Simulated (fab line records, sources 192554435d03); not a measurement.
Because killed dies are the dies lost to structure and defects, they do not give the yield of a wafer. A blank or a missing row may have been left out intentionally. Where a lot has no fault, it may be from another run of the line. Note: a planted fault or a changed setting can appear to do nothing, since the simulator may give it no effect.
Chamber matching -- flow n5Finfet -- aldSin-02 running N5_STI_FIN_REVEAL_ALD_14: 4 sister chambers
The step deposits Si3N4, target thk 3 nm. 14 wafers are shown with their chamber, then 7 later ones without.

## EACH WAFER AND ITS CHAMBER
wafer,chamber,heaterPowerW (W)
L080.3,0,819
L080.4,2,784
L080.5,3,921
L081.2,1,859
L081.3,3,923
L081.5,0,814
L083.3,3,920
L083.4,0,802
L083.5,0,806
L085.1,2,848
L085.4,3,923
L085.6,0,810
L089.2,0,796
L089.3,1,826

SIGNATURES, as means of the wafers listed above
reading,chamber 0,chamber 1,chamber 2,chamber 3,scatter within a chamber
heaterPowerW,807.83,842.50,816.00,921.75,17.2
Rule: distance of a wafer from a chamber = root of the sum over the readings of ((wafer's reading minus chamber's mean) / reading's scatter) squared. If the next closest chamber is less than 2 further off than the closest, the wafer can't be placed; otherwise it belongs to the closest. The scatter: take each reading less its chamber's mean, square it, sum over the shown wafers, divide by the number of wafers less the number of chambers, and take the root.

## WAFERS WITHOUT THEIR CHAMBER
wafer,heaterPowerW (W)
L089.6,776
L096.1,925
L096.3,814
L096.5,792
L097.1,830
L097.4,859
L097.5,857

## WHICH CHAMBER EACH ONE RAN IN
wafer,from the rows above,in truth
L089.6,can't be placed: 0 or 2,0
L096.1,3,3
L096.3,can't be placed: 2 or 0 or 1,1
L096.5,can't be placed: 0 or 2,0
L097.1,can't be placed: 1 or 2 or 0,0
L097.4,can't be placed: 1 or 2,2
L097.5,can't be placed: 1 or 2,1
Placed correctly: 1 of 7. From these rows, 6 cannot be placed; in 6 the true chamber is one of the candidates. 0 placed wrongly.
